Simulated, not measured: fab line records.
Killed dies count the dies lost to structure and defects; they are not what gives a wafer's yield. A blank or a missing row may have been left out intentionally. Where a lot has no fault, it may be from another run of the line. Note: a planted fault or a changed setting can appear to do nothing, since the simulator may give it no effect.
Chamber matching | flow nand harc | NHARC_A_STAIRCASE_ETCH_169 on rie diel-11: 4 sister chambers
The step etches the open film in CH3F/O2, target depth 50 nm, time 107.1 s. 18 wafers are shown with their chamber, then 9 later ones without.

== WAFERS, EACH WITH ITS CHAMBER ==
wafer  | chamber | drypump motor current A (A) | showerhead plenum p Torr (Torr) | oes product au (a.u.)
L074.1 | 1       | 5.8                         | 2.42                            | 0.967
L074.2 | 2       | 6.4                         | 2.36                            | 0.988
L074.5 | 1       | 5.8                         | 2.42                            | 0.968
L076.3 | 0       | 5.5                         | 2.47                            | 0.961
L076.5 | 1       | 5.8                         | 2.41                            | 0.967
L076.6 | 2       | 6.4                         | 2.35                            | 0.972
L077.3 | 2       | 6.3                         | 2.35                            | 0.948
L077.4 | 0       | 5.5                         | 2.47                            | 0.940
L077.5 | 2       | 6.3                         | 2.35                            | 0.946
L084.2 | 0       | 5.5                         | 2.46                            | 0.942
L084.5 | 0       | 5.5                         | 2.46                            | 0.944
L084.6 | 1       | 5.8                         | 2.41                            | 0.951
L088.2 | 3       | 5.9                         | 2.38                            | 0.938
L088.5 | 2       | 6.4                         | 2.34                            | 0.939
L088.6 | 3       | 5.9                         | 2.38                            | 0.947
L091.2 | 3       | 5.9                         | 2.38                            | 0.959
L091.4 | 1       | 5.8                         | 2.40                            | 0.957
L091.5 | 1       | 5.9                         | 2.40                            | 0.962

SIGNATURES (averages over the wafers above)
reading                  | chamber 0 | chamber 1 | chamber 2 | chamber 3 | scatter within a chamber
drypump motor current A  | 5.500     | 5.817     | 6.360     | 5.900     | 0.0381
showerhead plenum p Torr | 2.4650    | 2.4100    | 2.3500    | 2.3800    | 0.00707
oes product au           | 0.94675   | 0.96200   | 0.95860   | 0.94800   | 0.0132
Rule: distance of a wafer from a chamber = root of the sum over the readings of ((wafer's reading minus chamber's mean) / reading's scatter) squared. If the next closest chamber is less than 2 further off than the closest, the wafer can't be placed; otherwise it belongs to the closest. The scatter is the square root of a quotient: the sum, over the shown wafers, of each reading's squared deviation from its chamber's mean, divided by wafers minus chambers.

== WAFERS MISSING THEIR CHAMBER ==
wafer  | drypump motor current A (A) | showerhead plenum p Torr (Torr) | oes product au (a.u.)
L093.1 | 5.9                         | 2.37                            | 0.951
L093.2 | 6.4                         | 2.33                            | 0.954
L093.5 | 6.4                         | 2.33                            | 0.963
L095.1 | 5.5                         | 2.44                            | 0.959
L095.2 | 5.9                         | 2.37                            | 0.946
L095.5 | 5.9                         | 2.37                            | 0.948
L096.3 | 5.5                         | 2.44                            | 0.963
L096.5 | 5.8                         | 2.37                            | 0.982
L096.6 | 5.5                         | 2.44                            | 0.960

== WHICH CHAMBER EACH WENT THROUGH ==
wafer  | from the rows above     | in truth
L093.1 | 3                       | 3
L093.2 | 2                       | 2
L093.5 | 2                       | 2
L095.1 | 0                       | 0
L095.2 | 3                       | 3
L095.5 | 3                       | 3
L096.3 | 0                       | 0
L096.5 | can't be placed: 3 or 1 | 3
L096.6 | 0                       | 0
Correct placement for 8 of the 9. From these rows, 1 cannot be placed; in 1 the true chamber is one of the candidates. 0 placed wrongly.
